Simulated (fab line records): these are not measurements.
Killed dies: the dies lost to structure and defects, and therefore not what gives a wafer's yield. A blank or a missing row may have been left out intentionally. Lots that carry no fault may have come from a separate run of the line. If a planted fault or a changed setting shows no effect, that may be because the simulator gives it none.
fab line records -- flow n5Finfet
record lots=6, wafers=18, lastDay=17
route steps=1938 shown BEOL_M12@1654 BEOL_M13@1659
lots with no fault: from the same line, run without faults
startH: start of the lot's first displayed wafer, in hours after the record's first day -- waitH: how many hours have passed since the lot's step before this one -- " same as the row above -- L1.1+2: a single row standing in for several wafers -- - no value present, or no start provided -- * or withheld: withheld -- < > ~ a bound
route shown NAME@n: a module of which the file shows steps, and the number in the route of the first -- usual: mean/standard deviation taken from wafers without a fault -- same: alike in all rows -- chamber/n: place in a boat -- sites: each site's reading -- _std_site: the standard deviation of these -- _edge_site: the outer-site mean with the inner-site mean subtracted -- radiusMm: for every site, how far away it sits from the centre of the wafer -- mask NAME#n: copy n -- behind: the last tool/chamber to shape the wafer -- hold: reason for holding the lot/hours on hold/outcome of the hold -- device: the n, p or np transistor that did not switch -- end of line: the route-end tests of the same wafers -- a step without rows: its recipe alone -- killed: count of dies lost to structure and defects at first sort (not the wafer's yield) -- map: dies across one wafer; x = killed, . = not, _ = none there
set.NAME: the setting the step ran with; set.NAME@STEP: the setting that earlier step ran with -- model.NAME: the simulator's own value behind a step, which no gauge read
lots at some steps of the route; a table a step, a row a wafer
services: from which hour (startH, from the record's first day; less than 0 if before it) a tool's chamber was out of use, for how many hours, and why
## steps
# step N5_BEOL_M12_THK_MEAS_50
# recipe thkMeasGauge=xrf, reads=Cu_of_BEOL_M12_ECD_47
# usual M12_THK=320/4.8
lot.wafer,tool,chamber,startH,waitH,M12_THK[nm]
L785.3,filmMetro-02,-,246.70,-,321
L785.4,filmMetro-02,-,246.70,-,322
L785.6,filmMetro-02,-,246.70,-,324
L797.1,filmMetro-02,-,324.35,-,319
L797.3,filmMetro-02,-,324.35,-,324
L797.4,filmMetro-02,-,324.35,-,324
L798.1,filmMetro-02,-,339.54,-,327
L798.4,filmMetro-02,-,339.54,-,314
L798.5,filmMetro-02,-,339.54,-,322
L800.1,filmMetro-01,-,339.82,-,312
L800.3,filmMetro-01,-,339.82,-,316
L800.6,filmMetro-01,-,339.82,-,314
L803.3,filmMetro-02,-,375.29,-,319
L803.4,filmMetro-02,-,375.29,-,322
L803.6,filmMetro-02,-,375.29,-,323
L806.1,filmMetro-02,-,375.61,-,325
L806.4,filmMetro-02,-,375.61,-,320
L806.5,filmMetro-02,-,375.61,-,321
# step N5_BEOL_M12_PRE_CLEAN_52
# recipe gas=NH3, timeS=15, tempC=withheld, rfPowerW=300
# step N5_BEOL_M12_DEP_53
# recipe material=SiCN, targetThkA=300, tempC=withheld, precursor=3MS/NH3, pressureTorr=3, rfW=675, timeS=10.5
# usual showerheadPlenumPTorr=4.151/0.024, throttleValvePct=17.9/1
lot.wafer,tool,chamber,startH,waitH,showerheadPlenumPTorr,throttleValvePct
L785.3,pecvd-02,1,246.76,0.0,4.119,19.7
L785.4,pecvd-02,0,246.76,0.0,4.162,17.4
L785.6,pecvd-02,1,246.76,0.0,4.105,19.9
L797.1,pecvd-02,0,324.41,0.0,4.173,17.4
L797.3,pecvd-02,1,324.41,0.0,4.107,19.5
L797.4,pecvd-02,2,324.41,0.0,4.123,17.9
L798.1,pecvd-04,0,339.60,0.0,4.148,18.2
L798.4,pecvd-04,1,339.60,0.0,4.179,18.2
L798.5,pecvd-04,2,339.60,0.0,4.150,16.4
L800.1,pecvd-04,0,339.93,0.0,4.132,18.3
L800.3,pecvd-04,1,339.93,0.0,4.188,17.9
L800.6,pecvd-04,1,339.93,0.0,4.183,18.5
L803.3,pecvd-04,2,375.35,0.0,4.141,16.5
L803.4,pecvd-04,1,375.35,0.0,4.182,18.0
L803.6,pecvd-04,2,375.35,0.0,4.147,16.3
L806.1,pecvd-02,0,375.68,0.0,4.162,17.6
L806.4,pecvd-02,1,375.68,0.0,4.112,19.8
L806.5,pecvd-02,2,375.68,0.0,4.137,17.9
# step N5_BEOL_M12_RS_MEAS_54
# recipe thkMeasGauge=four-point-probe, reads=Cu_of_BEOL_M12_ECD_47+Ta_of_BEOL_M12_SPUTTER_44+TaN_of_BEOL_M12_SPUTTER_43
# usual M12_RS=0.0599/0.00084
lot.wafer,tool,chamber,startH,waitH,M12_RS[ohm/sq]
L785.3,filmMetro-02,-,246.83,0.0,0.0610
L785.4,filmMetro-02,-,246.83,0.0,0.0603
L785.6,filmMetro-02,-,246.83,0.0,0.0602
L797.1,filmMetro-02,-,324.47,0.0,0.0602
L797.3,filmMetro-02,-,324.47,0.0,0.0590
L797.4,filmMetro-02,-,324.47,0.0,0.0588
L798.1,filmMetro-02,-,339.66,0.0,0.0586
L798.4,filmMetro-02,-,339.66,0.0,0.0605
L798.5,filmMetro-02,-,339.66,0.0,0.0597
L800.1,filmMetro-02,-,339.99,0.0,0.0614
L800.3,filmMetro-02,-,339.99,0.0,0.0606
L800.6,filmMetro-02,-,339.99,0.0,0.0610
L803.3,filmMetro-02,-,375.41,0.0,0.0602
L803.4,filmMetro-02,-,375.41,0.0,0.0600
L803.6,filmMetro-02,-,375.41,0.0,0.0593
L806.1,filmMetro-01,-,375.74,0.0,0.0595
L806.4,filmMetro-01,-,375.74,0.0,0.0602
L806.5,filmMetro-01,-,375.74,0.0,0.0604
# step N5_BEOL_M12_INSPECT_55
# recipe inspectInstrument=darkfield, mode=postDep
# usual rawDefectCount=69/26
lot.wafer,tool,chamber,startH,waitH,rawDefectCount
L785.3,defectInspect-02,-,246.85,0.0,37
L785.4,defectInspect-02,-,246.85,0.0,34
L785.6,defectInspect-02,-,246.85,0.0,40
L797.1,defectInspect-02,-,324.50,0.0,101
L797.3,defectInspect-02,-,324.50,0.0,47
L797.4,defectInspect-02,-,324.50,0.0,88
L798.1,defectInspect-01,-,339.69,0.0,75
L798.4,defectInspect-01,-,339.69,0.0,94
L798.5,defectInspect-01,-,339.69,0.0,42
L800.1,defectInspect-02,-,340.02,0.0,37
L800.3,defectInspect-02,-,340.02,0.0,34
L800.6,defectInspect-02,-,340.02,0.0,50
L803.3,defectInspect-01,-,375.44,0.0,36
L803.4,defectInspect-01,-,375.44,0.0,30
L803.6,defectInspect-01,-,375.44,0.0,49
L806.1,defectInspect-02,-,375.76,0.0,80
L806.4,defectInspect-02,-,375.76,0.0,68
L806.5,defectInspect-02,-,375.76,0.0,71
# step N5_BEOL_M13_ILD_DEP_00
# recipe material=SiOC, targetThkA=8379.2, tempC=350, precursor=DEMS/O2, pressureTorr=5, rfW=500, timeS=166.4
# usual heaterPowerW=469/73, showerheadPlenumPTorr=5.690/0.015, throttleValvePct=12.1/0.59
lot.wafer,tool,chamber,startH,waitH,heaterPowerW,showerheadPlenumPTorr,throttleValvePct
L785.3,pecvd-03,2,246.89,0.0,584,5.709,11.1
L785.4,pecvd-03,0,246.89,0.0,442,5.688,12.6
L785.6,pecvd-03,2,246.89,0.0,463,5.683,11.1
L797.1,pecvd-02,2,324.53,0.0,442,5.672,11.7
L797.3,pecvd-02,0,324.53,0.0,480,5.690,11.6
L797.4,pecvd-02,1,324.53,0.0,591,5.673,13.1
L798.1,pecvd-03,0,339.73,0.0,454,5.696,12.7
L798.4,pecvd-03,0,339.73,0.0,501,5.679,12.8
L798.5,pecvd-03,0,339.73,0.0,530,5.685,12.8
L800.1,pecvd-01,1,340.06,0.0,390,5.675,12.2
L800.3,pecvd-01,0,340.06,0.0,411,5.671,12.9
L800.6,pecvd-01,2,340.06,0.0,419,5.695,12.2
L803.3,pecvd-03,2,375.47,0.0,549,5.687,11.5
L803.4,pecvd-03,0,375.47,0.0,560,5.690,12.4
L803.6,pecvd-03,1,375.47,0.0,519,5.714,12.6
L806.1,pecvd-01,1,375.80,0.0,389,5.694,11.7
L806.4,pecvd-01,2,375.80,0.0,430,5.673,12.2
L806.5,pecvd-01,0,375.80,0.0,372,5.682,12.9
# step N5_BEOL_M13_THK_MEAS_01
# recipe reads=SiOC_of_BEOL_M13_ILD_DEP_00
# usual M13_ILD_THK=836/11
lot.wafer,tool,chamber,startH,waitH,M13_ILD_THK[nm]
L785.3,filmMetro-02,-,247.04,0.1,818
L785.4,filmMetro-02,-,247.04,0.1,841
L785.6,filmMetro-02,-,247.04,0.1,828
L797.1,filmMetro-01,-,324.69,0.1,823
L797.3,filmMetro-01,-,324.69,0.1,813
L797.4,filmMetro-01,-,324.69,0.1,848
L798.1,filmMetro-01,-,339.94,0.2,827
L798.4,filmMetro-01,-,339.94,0.2,843
L798.5,filmMetro-01,-,339.94,0.2,844
L800.1,filmMetro-02,-,340.21,0.1,837
L800.3,filmMetro-02,-,340.21,0.1,840
L800.6,filmMetro-02,-,340.21,0.1,850
L803.3,filmMetro-01,-,375.63,0.1,825
L803.4,filmMetro-01,-,375.63,0.1,841
L803.6,filmMetro-01,-,375.63,0.1,836
L806.1,filmMetro-01,-,375.95,0.1,823
L806.4,filmMetro-01,-,375.95,0.1,857
L806.5,filmMetro-01,-,375.95,0.1,841
# step N5_BEOL_M13_COAT_58
# recipe resist=BARC, tempC=205, timeS=60, spinRpm=1500, resistThkNm=89
# step N5_BEOL_M13_COAT_04
# recipe spinRpm=1625, resistThkNm=400
# step N5_BEOL_M13_EBR_06
# recipe solvent=PGMEA, ebrWidthMm=1.5
# step N5_BEOL_M13_SOFTBAKE_05
# recipe tempC=130, timeS=60
# step N5_BEOL_M13_EXPOSE_07
# recipe maskId=V12, na=0.93, sourceShape=conventional, sigmaOuter=0.6, polarization=unpolarized, attpsmPhaseDeg=180, doseMj=24.8
# step N5_BEOL_M13_PEB_08
# recipe pebTempC=130, pebTimeS=90
# usual chillPlateTempC=22.98/0.1, exhaustPa=45.0/1.1, pebTimeS=90/0
lot.wafer,tool,chamber,startH,waitH,chillPlateTempC,exhaustPa,pebTimeS
L785.3,lithoTrack-04,0,247.35,0.0,22.93,45.3,90
L785.4,lithoTrack-04,0,247.35,0.0,23.05,44.4,90
L785.6,lithoTrack-04,0,247.35,0.0,23.08,45.1,90
L797.1,lithoTrack-03,-,325.00,0.1,-,-,-
L797.3,lithoTrack-03,-,325.00,0.1,-,-,-
L797.4,lithoTrack-03,-,325.00,0.1,-,-,-
L798.1,lithoTrack-03,-,340.13,0.1,-,-,-
L798.4,lithoTrack-03,-,340.13,0.1,-,-,-
L798.5,lithoTrack-03,-,340.13,0.1,-,-,-
L800.1,lithoTrack-03,0,340.39,0.1,23.09,43.0,90
L800.3,lithoTrack-03,0,340.39,0.1,23.13,43.4,90
L800.6,lithoTrack-03,0,340.39,0.1,22.87,45.8,90
L803.3,lithoTrack-04,0,375.94,0.0,23.00,46.8,90
L803.4,lithoTrack-04,0,375.94,0.0,23.17,47.1,90
L803.6,lithoTrack-04,0,375.94,0.0,23.11,46.4,90
L806.1,lithoTrack-04,0,376.14,0.1,22.97,46.9,90
L806.4,lithoTrack-04,0,376.14,0.1,22.98,45.2,90
L806.5,lithoTrack-04,0,376.14,0.1,22.94,45.2,90
# step N5_BEOL_M13_DEVELOP_09
# recipe developTimeS=45, rinseLiquid=diw, dry=airSpin, devTempC=21
## services
tool,chamber,startH,hours,kind
pecvd-02,-,226.68,1.2,repair
pecvd-04,-,229.27,2.6,repair
pecvd-04,1,255.80,14.1,repair
lithoTrack-04,-,289.46,-,consumableReplace:filter
pecvd-02,2,299.65,5.5,scheduledDown
pecvd-03,0,300.29,4.7,repair
pecvd-02,1,305.11,2.1,scheduledDown
pecvd-02,-,307.51,5.5,pm
lithoTrack-03,-,314.49,-,consumableReplace:filter
pecvd-03,1,319.50,25.3,repair
pecvd-01,2,326.11,-,calibration
pecvd-02,-,337.70,3.3,repair
pecvd-01,0,351.26,5.5,scheduledDown
pecvd-04,0,353.65,2.1,scheduledDown
pecvd-01,1,356.72,2.1,scheduledDown
## key
firstSign step=N5_BEOL_M13_PEB_08, reading=toolRecord, direction=missing
effect none on later readings
metAt N5_BEOL_M13_PEB_08
struckWafers L797.1,L797.3,L797.4,L798.1,L798.4,L798.5
laterRowsLeftOut L797.1,L797.3,L797.4,L798.1,L798.4,L798.5
sortLeftOut L797.1,L797.3,L797.4,L798.1,L798.4,L798.5
fault kind=skippedStepWhole, tool=lithoTrack-03, chamber=-, onsetH=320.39, steps=N5_BEOL_M13_PEB_08, scope=struckLotsOnly
# sortLeftOut: the simulated sort isn't trusted on such a fault, so these wafers' sort isn't shown, and their yield isn't known
# laterRowsLeftOut: the simulator's readings of these wafers behind a module that went badly wrong aren't trusted and aren't shown, but for the sort
